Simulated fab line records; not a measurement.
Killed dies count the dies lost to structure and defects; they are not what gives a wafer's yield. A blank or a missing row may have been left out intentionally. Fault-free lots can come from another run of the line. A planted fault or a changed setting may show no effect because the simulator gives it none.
What tool caused it? / flow n5 finfet / Sampling: 12 lots, 36 wafers, 3 of 1938 route steps

WHAT EACH GAUGE READ, for each wafer
N5_FIN_SAQP_CD_MEAS_37 targets a cd of 8 nm.
lot=L075; measured=day 2 08:04; on=cd sem-01; cd nm (nm)=8.47 7.75 8.51
lot=L077; measured=day 2 20:53; on=cd sem-01; cd nm (nm)=8.09 8.19 8.28
lot=L079; measured=day 3 08:46; on=cd sem-01; cd nm (nm)=8.01 8.24 8.37
lot=L081; measured=day 3 19:53; on=cd sem-01; cd nm (nm)=8.38 8.31 8.63
lot=L083; measured=day 4 08:24; on=cd sem-01; cd nm (nm)=8.02 8.02 8.09
lot=L085; measured=day 4 21:24; on=cd sem-02; cd nm (nm)=8.47 8.16 7.82
lot=L087; measured=day 5 08:46; on=cd sem-02; cd nm (nm)=8.35 7.99 8.00
lot=L089; measured=day 5 20:03; on=cd sem-01; cd nm (nm)=8.34 8.09 8.29
lot=L091; measured=day 6 08:19; on=cd sem-02; cd nm (nm)=7.95 8.08 7.78
lot=L093; measured=day 6 22:05; on=cd sem-02; cd nm (nm)=8.09 8.65 8.07
lot=L095; measured=day 7 16:14; on=cd sem-01; cd nm (nm)=8.65 8.21 8.72
lot=L097; measured=day 7 23:19; on=cd sem-01; cd nm (nm)=8.05 8.17 7.77

WHICH TOOL RAN EACH LOT (tool, then ch and the chambers of the sampled wafers, then the start)
lot=L075; N5_FIN_SAQP_HM_OPEN_33=rie diel-01 ch 0,1,3, day 2 07:39; N5_FIN_SAQP_ETCH_64=rie si-01 ch 0,1,2, day 2 07:55
lot=L077; N5_FIN_SAQP_HM_OPEN_33=rie diel-01 ch 0,1,3, day 2 20:28; N5_FIN_SAQP_ETCH_64=rie si-05 ch 1,3, day 2 20:44
lot=L079; N5_FIN_SAQP_HM_OPEN_33=rie diel-01 ch 1,2,3, day 3 08:21; N5_FIN_SAQP_ETCH_64=rie si-06 ch 2,3, day 3 08:37
lot=L081; N5_FIN_SAQP_HM_OPEN_33=rie diel-01 ch 2,3, day 3 19:29; N5_FIN_SAQP_ETCH_64=rie si-06 ch 0,1,2, day 3 19:44
lot=L083; N5_FIN_SAQP_HM_OPEN_33=rie diel-01 ch 0, day 4 07:55; N5_FIN_SAQP_ETCH_64=rie si-06 ch 2,3, day 4 08:16
lot=L085; N5_FIN_SAQP_HM_OPEN_33=rie diel-01 ch 0,1,3, day 4 20:59; N5_FIN_SAQP_ETCH_64=rie si-05 ch 0,1, day 4 21:16
lot=L087; N5_FIN_SAQP_HM_OPEN_33=rie diel-05 ch 0,1, day 5 08:21; N5_FIN_SAQP_ETCH_64=rie si-06 ch 1,2,3, day 5 08:37
lot=L089; N5_FIN_SAQP_HM_OPEN_33=rie diel-05 ch 1,2, day 5 19:39; N5_FIN_SAQP_ETCH_64=rie si-06 ch 2,3, day 5 19:55
lot=L091; N5_FIN_SAQP_HM_OPEN_33=rie diel-05 ch 1,2,3, day 6 07:55; N5_FIN_SAQP_ETCH_64=rie si-06 ch 0,2,3, day 6 08:10
lot=L093; N5_FIN_SAQP_HM_OPEN_33=rie diel-05 ch 0,3, day 6 21:40; N5_FIN_SAQP_ETCH_64=rie si-06 ch 0,2,3, day 6 21:56
lot=L095; N5_FIN_SAQP_HM_OPEN_33=rie diel-03 ch 1,2, day 7 15:49; N5_FIN_SAQP_ETCH_64=rie si-01 ch 0,3, day 7 16:05
lot=L097; N5_FIN_SAQP_HM_OPEN_33=rie diel-03 ch 0,2, day 7 22:55; N5_FIN_SAQP_ETCH_64=rie si-05 ch 2,3, day 7 23:11
- N5_FIN_SAQP_HM_OPEN_33: chemistry CH3F/O2, target SiNx, target depth 49.4 nm, time 70.6 s.
- N5_FIN_SAQP_ETCH_64: etches SiO2 in CF4, target depth 1.5 nm.

THE ANSWER, worked out from the rows above alone
Rule: the usual values come from the lots themselves. The widest of any qualifying gaps counts: lots, ordered by their means at a reading, are off when they make up no more than a third of the lots, leave a main group of 4 or more, and stand apart from it by 3 or more times the standard deviation of that group's means. A main group is skipped when, at the precision printed for the reading in the tables above, its means are all equal. A lot without any number at a reading at which 4 lots or more have one is off too. All remaining lots with rows at the step are treated as sound.
Nothing can be told from this: no lot is off at any reading shown.

WHAT HAD BEEN PUT IN BY THE SIMULATOR
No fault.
